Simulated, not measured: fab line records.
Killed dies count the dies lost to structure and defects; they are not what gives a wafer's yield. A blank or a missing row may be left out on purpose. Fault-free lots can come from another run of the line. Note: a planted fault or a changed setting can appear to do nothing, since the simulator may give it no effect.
Matching of chambers / flow n5_finfet / 4 sister chambers for N5_BEOL_M5_ETCH_72 on rie_diel-04
The step etches underlayer in N2/H2, target depth 6.5 nm, time 5.2 s. 4 wafers are shown with their chamber, then 9 later ones without.

== WAFERS PAIRED WITH THEIR CHAMBERS ==
wafer=L080.3; chamber=2; showerhead_plenum_p_Torr (Torr)=2.44
wafer=L087.5; chamber=0; showerhead_plenum_p_Torr (Torr)=2.49
wafer=L089.1; chamber=3; showerhead_plenum_p_Torr (Torr)=2.57
wafer=L089.5; chamber=1; showerhead_plenum_p_Torr (Torr)=2.49

== WAFERS MISSING THEIR CHAMBER ==
wafer=L090.3; showerhead_plenum_p_Torr (Torr)=2.49
wafer=L090.4; showerhead_plenum_p_Torr (Torr)=2.57
wafer=L090.6; showerhead_plenum_p_Torr (Torr)=2.49
wafer=L093.1; showerhead_plenum_p_Torr (Torr)=2.57
wafer=L093.3; showerhead_plenum_p_Torr (Torr)=2.43
wafer=L093.4; showerhead_plenum_p_Torr (Torr)=2.43
wafer=L097.2; showerhead_plenum_p_Torr (Torr)=2.48
wafer=L097.3; showerhead_plenum_p_Torr (Torr)=2.56
wafer=L097.6; showerhead_plenum_p_Torr (Torr)=2.48

== THE CHAMBER EACH PASSED THROUGH ==
wafer=L090.3; from the rows above=can't be placed: 0 or 1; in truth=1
wafer=L090.4; from the rows above=3; in truth=3
wafer=L090.6; from the rows above=can't be placed: 0 or 1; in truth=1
wafer=L093.1; from the rows above=3; in truth=3
wafer=L093.3; from the rows above=2; in truth=2
wafer=L093.4; from the rows above=2; in truth=2
wafer=L097.2; from the rows above=can't be placed: 0 or 1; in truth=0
wafer=L097.3; from the rows above=3; in truth=3
wafer=L097.6; from the rows above=can't be placed: 0 or 1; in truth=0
5 of 9 placed correctly. These rows do not allow placing 4 (true chamber among the candidates in 4). Number placed wrongly: 0.
How it was worked out, from the rows above alone: a wafer's distance from a chamber is the root of the sum, over the readings, of the square of ((its reading less the chamber's mean) divided by the reading's scatter). If the next closest chamber is less than 2 further off than the closest, the wafer can't be placed; otherwise it belongs to the closest. For every chamber, the mean is computed from those of its wafers that are shown. The scatter: root of mean squared gap, hidden wafer to nearest shown wafer, with one shown wafer a chamber.
